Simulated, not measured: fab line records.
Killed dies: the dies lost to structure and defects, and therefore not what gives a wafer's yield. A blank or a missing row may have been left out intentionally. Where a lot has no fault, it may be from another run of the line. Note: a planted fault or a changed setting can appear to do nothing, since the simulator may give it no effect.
Matching of chambers    flow nand_harc    NHARC_A_STAIRCASE_CMP_472 on cmp-02 has 4 sister chambers
The step polishes SiO2. 14 wafers are shown with their chamber, then 7 later ones without.

== WAFERS PAIRED WITH THEIR CHAMBERS ==
wafer   chamber  motor_current_A (A)
L079.4  0        13.6
L079.5  3        11.9
L079.6  0        14.0
L082.2  1        11.0
L082.4  3        12.3
L082.6  0        13.8
L086.2  3        12.6
L086.4  2        9.6
L086.6  3        12.3
L085.4  1        10.8
L085.5  1        11.1
L085.6  2        10.4
L085.1  3        12.3
L085.2  2        9.9

SIGNATURES, as means of the wafers listed above
reading          chamber 0  chamber 1  chamber 2  chamber 3  scatter within a chamber
motor_current_A  13.800     10.967     9.967      12.280     0.265
Rule: for a wafer and a chamber, the distance is found by dividing, reading by reading, the gap between the wafer's reading and the chamber's mean by the reading's scatter, squaring, summing and taking the root. The wafer belongs to the nearest chamber; if the next one is less than 2 further off, it can't be placed. The scatter: take each reading less its chamber's mean, square it, sum over the shown wafers, divide by the number of wafers less the number of chambers, and take the root.

== WAFERS WITHOUT THEIR CHAMBER ==
wafer   motor_current_A (A)
L085.3  13.4
L091.1  11.6
L091.3  12.4
L091.4  10.4
L094.1  14.0
L094.5  10.9
L094.6  9.3

== THE CHAMBER EACH PASSED THROUGH ==
wafer   from the rows above      in truth
L085.3  0                        0
L091.1  can't be placed: 1 or 3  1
L091.3  3                        3
L091.4  can't be placed: 2 or 1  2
L094.1  0                        0
L094.5  1                        1
L094.6  2                        2
Correctly placed: 5 of 7. These rows do not allow placing 2 (true chamber among the candidates in 2). Wrongly placed: 0.
